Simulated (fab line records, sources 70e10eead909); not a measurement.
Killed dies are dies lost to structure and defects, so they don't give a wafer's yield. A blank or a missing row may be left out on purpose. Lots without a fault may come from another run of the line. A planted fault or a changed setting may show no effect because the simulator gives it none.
A struck lot beside a sound one | flow nand_harc | 39 steps out of a route of 1159
Sound: wafers L172.1, L172.2, L172.5. Struck: wafers L178.1, L178.4, L178.6. The cause comes at the end.
At each step with rows: each side's tool, then ch and its chambers, then its first start. Under that, the readings that differ: sound wafers | struck wafers | difference of the means | sigmas: that difference in standard deviations of wafers without a fault.
alike: readings whose means differ by less than 2 such deviations, and words and numbers that are the same on both sides. not compared: withheld readings, readings that some wafer has no value for, bounds like >300 that may hide the same value, and numbers for which the record gives no deviation and whose values overlap.
The two part at a step that has a row with sigmas, a row that says differs or no value, or rows on one side only. Numbers that don't overlap but have no deviation are shown without sigmas and don't part them. A reading that every wafer of one side lacks parts them only if that side has two wafers or more.

first, 4 steps without rows for these wafers: NHARC_A_BONDPAD_EBR_05; NHARC_A_BONDPAD_EXPOSE_06 (exposes mask A BPAD); NHARC_A_BONDPAD_PEB_07 (peb time 80 s); NHARC_A_BONDPAD_DEVELOP_08 (time 50 s).
NHARC_A_BONDPAD_CD_MEAS_09: target cd 500 nm.
  sound on cd_sem-01 ch 0, day 18 03:15; struck on cd_sem-03 ch 0, day 19 22:50
  alike: cd_nm
NHARC_A_BONDPAD_OVL_MEAS_35:
  sound on overlay-01, day 18 03:20; struck on overlay-01, day 19 22:55
  alike: overlay_x_nm, overlay_y_nm
then, 1 step without rows for these wafers: NHARC_A_BONDPAD_HARDBAKE_10 (time 65 s).
NHARC_A_BONDPAD_DESCUM_11: chemistry O2, time 3 s.
  sound on rie_diel-03 ch 1,2, day 18 03:28; struck on rie_diel-03 ch 1,3, day 19 23:04
  alike: drypump_motor_current_A, mfc_ar_sccm, oes_product_au, rf_vpp_V, showerhead_plenum_p_Torr, throttle_valve_pct
  not compared: rf_hours_counter_h
NHARC_A_BONDPAD_ETCH_34: etches the open film in N2/H2, target depth 60 nm, overetch 18 nm, time 65.91 s.
  sound on rie_diel-03 ch 0,1,3, day 18 03:33; struck on rie_diel-03 ch 2,3, day 19 23:09
  alike: drypump_motor_current_A, mfc_ar_sccm, oes_product_au, rf_vpp_V, showerhead_plenum_p_Torr, throttle_valve_pct
  not compared: rf_hours_counter_h
then, 1 step without rows for these wafers: NHARC_A_BONDPAD_ETCH_12 (etches the open film in CHF3/O2, target depth 220 nm, time 110 s).
NHARC_A_BONDPAD_CD_MEAS_13:
  sound on cd_sem-03, day 18 03:46; struck on cd_sem-01, day 19 23:23
  alike: cd_nm
NHARC_A_BONDPAD_STRIP_15: strips in O2.
  sound on rie_diel-11 ch 0,3, day 18 03:52; struck on rie_diel-03 ch 2,3, day 19 23:28
  reading                     | sound       | struck      | difference | sigmas
  drypump_motor_current_A (A) | 5.2 5.2 5.2 | 6.3 6.2 6.2 | +1.0       | +3
  alike: mfc_ar_sccm, oes_product_au, rf_vpp_V, showerhead_plenum_p_Torr, throttle_valve_pct
  not compared: rf_hours_counter_h
NHARC_A_BONDPAD_ETCH_24: etches the open film in CF4/N2, target depth 30 nm, time 72.99 s.
  sound on rie_diel-11 ch 0,1,3, day 18 04:01; struck on rie_diel-03 ch 0,3, day 19 23:36
  alike: drypump_motor_current_A, mfc_ar_sccm, oes_product_au, rf_vpp_V, showerhead_plenum_p_Torr, throttle_valve_pct
  not compared: rf_hours_counter_h
then, 6 steps without rows for these wafers: NHARC_A_BONDPAD_STRIP_16 (strips in post etch residue remover, time 600 s); NHARC_A_BONDPAD_DEGAS_25 (time 60 s); NHARC_A_BONDPAD_PRE_CLEAN_26 (time 30 s); NHARC_A_BONDPAD_PVD_17 (deposits TaN, target thk 5 nm, time 8.06 s); NHARC_A_BONDPAD_PVD_27 (deposits Cu, target thk 30 nm, time 20.49 s); NHARC_A_BONDPAD_ECD_18 (material Cu, target thk 400 nm).
NHARC_A_BONDPAD_ANNEAL_28: time 90 s.
  sound on rtp_anneal-01 ch 0, day 18 05:08; struck on rtp_anneal-01 ch 0, day 20 00:44
  alike: wafer_temp_C_max
then, 1 step without rows for these wafers: NHARC_A_BONDPAD_CMP_19 (polishes, t overpolish 30 s, cu recess touch 16 s, target thk 169.8 nm).
NHARC_A_BONDPAD_THK_MEAS_20: measures by xrf.
  sound on film_metro-01, day 18 05:49; struck on film_metro-02, day 20 01:24
  alike: thk_nm
then, 6 steps without rows for these wafers: NHARC_A_BONDPAD_SRD_21 (time 30 s, dry time 20 s); NHARC_HYBRID_BOND_ACTIVATE_00 (chemistry N2, time 60 s); NHARC_HYBRID_BOND_PRECLEAN_01 (cleans in DIW, time 300 s); NHARC_HYBRID_BOND_SRD_02 (time 30 s, dry time 20 s); NHARC_HYBRID_BOND_BOND_03; NHARC_HYBRID_BOND_ANNEAL_04 (time 7200 s).
NHARC_HYBRID_BOND_OVL_MEAS_05:
  sound on overlay-02, day 18 21:58; struck on overlay-01, day 20 11:22
  alike: overlay_x_nm, overlay_y_nm
NHARC_THIN_TSV_GRIND_00:
  sound on grinder-01 ch 0, day 18 23:21; struck on grinder-01 ch 0, day 20 11:34
  alike: motor_current_A
then, 1 step without rows for these wafers: NHARC_THIN_TSV_CMP_01 (polishes).
NHARC_THIN_TSV_THK_MEAS_02: measures by ir.
  sound on film_metro-01, day 19 00:52; struck on film_metro-01, day 20 13:03
  alike: thk_nm
then, 6 steps without rows for these wafers: NHARC_THIN_TSV_SRD_03; NHARC_THIN_TSV_PRECLEAN_41 (cleans in SC1); NHARC_THIN_TSV_SRD_42; NHARC_THIN_TSV_DEP_43 (deposits SiO2, target thk 1328.5 nm); NHARC_THIN_TSV_DEHYDRATE_04 (time 120 s); NHARC_THIN_TSV_HMDS_05 (time 30 s).
NHARC_END_SORT_01:
  sound on prober-02 ch 0, day 19 17:29; struck on prober-01 ch 0, day 21 05:54
  reading                  | sound           | struck         | difference | sigmas
  defect_limited_yield (%) | 96.2 96.5 97.0  | 81.5 88.0 88.0 | -10.7      | -7
  killed_at_array          | 23 22 14        | 121 74 79      | +72        | +8
  killed_at_other          | 0 0 0           | 2 5 1          | +3         | +2
  killed_dies              | 26 24 20        | 125 81 81      | +72        | +7
  sort_bin_2_pct (%)       | 1.0 1.3 0.6     | 7.8 4.1 4.6    | +4.5       | +7
  sort_bin_3_pct (%)       | 0.15 0.30 0     | 5.17 2.95 3.40 | +3.69      | +18
  sort_bin_4_pct (%)       | 2.7 1.9 2.4     | 5.5 4.9 4.0    | +2.5       | +3
  sort_n_pass              | 651 653 657     | 552 596 596    | -72        | -7
  sort_rim_yield_pct (%)   | 100.0 93.4 94.3 | 92.5 78.3 84.9 | -10.7      | -4
  sort_yield_pct (%)       | 96.2 96.5 97.0  | 81.5 88.0 88.0 | -10.7      | -7
  alike: killed_at_periphery, killed_open, killed_short

WHERE THEY PART
First at NHARC_A_BONDPAD_STRIP_15; last, within this record, at NHARC_END_SORT_01.

WHY: what the simulator had put in
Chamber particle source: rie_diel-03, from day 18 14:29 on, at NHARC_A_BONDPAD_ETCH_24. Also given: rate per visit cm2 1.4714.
